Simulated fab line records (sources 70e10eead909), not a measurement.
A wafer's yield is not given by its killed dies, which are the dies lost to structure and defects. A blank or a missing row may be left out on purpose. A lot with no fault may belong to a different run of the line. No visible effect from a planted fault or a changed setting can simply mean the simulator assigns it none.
Which of the tools did it?    flow nand harc    Sampling: 24 lots, 72 wafers, 2 of 1302 route steps

## WHAT THE GAUGES SHOWED, per wafer
NHARC_A_CHANNEL_FILL_D2_INSPECT_13. Usual: raw defect count 368, standard deviation 130.
lot   measured      on                 raw defect count  flag
L074  day 15 18:11  defect inspect-01  278 328 382       
L075  day 16 02:35  defect inspect-01  318 281 251       
L076  day 16 07:25  defect inspect-01  451 906 511       
L077  day 16 16:32  defect inspect-02  427 397 573       
L078  day 17 00:19  defect inspect-02  323 496 377       
L079  day 17 00:21  defect inspect-02  219 454 176       
L080  day 17 15:08  defect inspect-02  423 380 466       
L081  day 18 11:56  defect inspect-01  451 516 627       
L082  day 19 01:01  defect inspect-02  374 273 385       
L083  day 19 21:14  defect inspect-01  351 263 161       
L085  day 20 03:31  defect inspect-02  260 324 245       
L086  day 20 07:07  defect inspect-02  354 318 146       
L084  day 20 07:07  defect inspect-01  256 340 242       
L088  day 21 13:32  defect inspect-01  199 185 325       
L087  day 21 17:16  defect inspect-02  262 421 450       
L089  day 22 04:13  defect inspect-01  277 320 380       
L091  day 22 19:24  defect inspect-02  369 413 347       
L090  day 22 19:24  defect inspect-01  352 444 246       
L092  day 22 23:00  defect inspect-01  444 368 561       
L093  day 23 08:52  defect inspect-01  271 314 303       
L094  day 23 22:06  defect inspect-01  552 677 937       
L096  day 24 12:41  defect inspect-01  582 333 391       
L095  day 24 12:41  defect inspect-02  364 281 387       
L097  day 25 09:19  defect inspect-01  507 291 272       

## TOOL THAT RAN EACH LOT (tool first, then ch and the chambers of the sampled wafers, then the start)
lot   NHARC_A_CHANNEL_FILL_D2_RTA_24
L074  rtp anneal-01 ch 0, day 15 18:00
L075  rtp anneal-02 ch 0, day 16 02:24
L076  rtp anneal-02 ch 0, day 16 07:14
L077  rtp anneal-02 ch 0, day 16 16:25
L078  rtp anneal-01 ch 0, day 17 00:07
L079  rtp anneal-02 ch 0, day 17 00:13
L080  rtp anneal-02 ch 0, day 17 14:56
L081  rtp anneal-02 ch 0, day 18 11:46
L082  rtp anneal-02 ch 0, day 19 00:50
L083  rtp anneal-02 ch 0, day 19 21:02
L085  rtp anneal-01 ch 0, day 20 03:19
L086  rtp anneal-02 ch 0, day 20 06:56
L084  rtp anneal-01 ch 0, day 20 06:59
L088  rtp anneal-02 ch 0, day 21 13:20
L087  rtp anneal-01 ch 0, day 21 17:06
L089  rtp anneal-01 ch 0, day 22 04:03
L091  rtp anneal-01 ch 0, day 22 19:14
L090  rtp anneal-02 ch 0, day 22 19:17
L092  rtp anneal-01 ch 0, day 22 22:49
L093  rtp anneal-02 ch 0, day 23 08:43
L094  rtp anneal-02 ch 0, day 23 21:56
L096  rtp anneal-02 ch 0, day 24 12:29
L095  rtp anneal-01 ch 0, day 24 12:31
L097  rtp anneal-02 ch 0, day 25 09:09
- NHARC_A_CHANNEL_FILL_D2_RTA_24: time 5 s.

## AS READ BY THE TOOLS THEMSELVES (means over the sampled wafers that have a number; for cases with no such wafer, the mark the record gives instead)
NHARC_A_CHANNEL_FILL_D2_RTA_24. Usual: lamp power pct 30.0 %, standard deviation 2.9; wafer_temp_C_max 1004.9, standard deviation 0.94.
lot   tool           lamp power pct (%)  wafer_temp_C_max  flag
L074  rtp anneal-01  33.8                1004.9            
L075  rtp anneal-02  27.8                1004.4            
L076  rtp anneal-02  27.8                1006.1            
L077  rtp anneal-02  27.8                1005.5            
L078  rtp anneal-01  33.9                1003.9            
L079  rtp anneal-02  27.8                1004.4            
L080  rtp anneal-02  27.7                1004.9            
L081  rtp anneal-02  27.7                1004.9            
L082  rtp anneal-02  27.7                1005.2            
L083  rtp anneal-02  27.8                1005.4            
L085  rtp anneal-01  33.9                1005.2            
L086  rtp anneal-02  27.8                1005.3            
L084  rtp anneal-01  33.9                1005.5            
L088  rtp anneal-02  27.7                1005.6            
L087  rtp anneal-01  33.9                1004.7            
L089  rtp anneal-01  33.8                1004.1            
L091  rtp anneal-01  33.9                1005.3            
L090  rtp anneal-02  27.8                1004.7            
L092  rtp anneal-01  33.8                1005.0            
L093  rtp anneal-02  27.8                1004.8            
L094  rtp anneal-02  27.8                1005.1            
L096  rtp anneal-02  27.7                1004.2            
L095  rtp anneal-01  33.8                1004.7            
L097  rtp anneal-02  27.8                1004.4            

## THE ANSWER, worked out from the rows above alone
Rule: lot off if the mean of its wafers having a number is beyond 3 standard deviations from the usual mean. Also off: a lot with no number at a reading for which 4 or more lots have one. Any other lot the step has rows for is counted as sound. The gauges are gone through in route order, then the tools' own readings, and for those a lot's mean is taken as printed above. The first step at which some lot is off is used, and at that step the reading that is off furthest; a lot without a number counts as furthest.
No lot is off on any of the readings shown, so nothing can be concluded from this.

## WHAT THE SIMULATOR HAD PUT IN
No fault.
